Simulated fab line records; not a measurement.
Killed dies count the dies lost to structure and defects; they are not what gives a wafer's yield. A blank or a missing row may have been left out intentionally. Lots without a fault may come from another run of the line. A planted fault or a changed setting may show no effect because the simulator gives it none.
One fault seen from 2 desks    flow nandHarc    only its own numbers are on each desk; what lay behind them is given at the end

== THE DEFECT DESK ==
Inspection counts along the route, by lot: the mean over sampled wafers that carry a number. The brackets show how far a lot's mean lies from the usual mean; more than 4 standard deviations puts the lot out of limits, marked OUT.
Columns: A = rawDefectCount at NHARC_A_M1_INSPECT_27, usual 468; B = rawDefectCount at NHARC_A_BONDPAD_INSPECT_23, usual 475
lot   first seen here  A    B
L218  day 18 06:56     432  545
L217  day 18 07:02     355  573
L216  day 18 10:32     490  550
L220  day 19 15:43     354  413
L223  day 19 18:07     573  503
L227  day 20 22:07     460  424
L232  day 22 10:25     437  357
L235  day 22 16:12     428  542
L236  day 22 17:07     573  536
L234  day 22 18:31     429  430
L237  day 22 21:48     663  373
L238  day 23 14:28     684  376
L239  day 23 20:12     498  457
Result from this desk: across the 13 lots, nothing is out of limits.

== AT THE TOOL OWNER'S DESK: pecvd-01 ==
The tool's own readings at NHARC_A_SGD_CUT_DEP_00 (deposits SiNx, target thk 50 nm): means of the sampled wafers that have a number, for each lot that ran on this tool. The brackets show how far a lot's mean lies from the usual mean; more than 4 standard deviations puts the lot out of limits, marked OUT.
Columns: A = heaterPowerW at NHARC_A_SGD_CUT_DEP_00, usual 730 W; B = susceptorTempC at NHARC_A_SGD_CUT_DEP_00, usual 399.96 C
lot   first seen here  A    B
L216  day 14 04:59     764  399.88
L220  day 15 01:26     791  399.89
L226  day 16 02:48     734  399.88
L227  day 16 23:01     806  400.12
L239  day 19 21:55     751  400.00
Result from this desk: across the 5 lots, nothing is out of limits.

== BROUGHT TOGETHER ==
The defect desk saw nothing out of limits.
The tool owner's desk saw nothing out of limits.

== WHAT THE SIMULATOR PUT IN ==
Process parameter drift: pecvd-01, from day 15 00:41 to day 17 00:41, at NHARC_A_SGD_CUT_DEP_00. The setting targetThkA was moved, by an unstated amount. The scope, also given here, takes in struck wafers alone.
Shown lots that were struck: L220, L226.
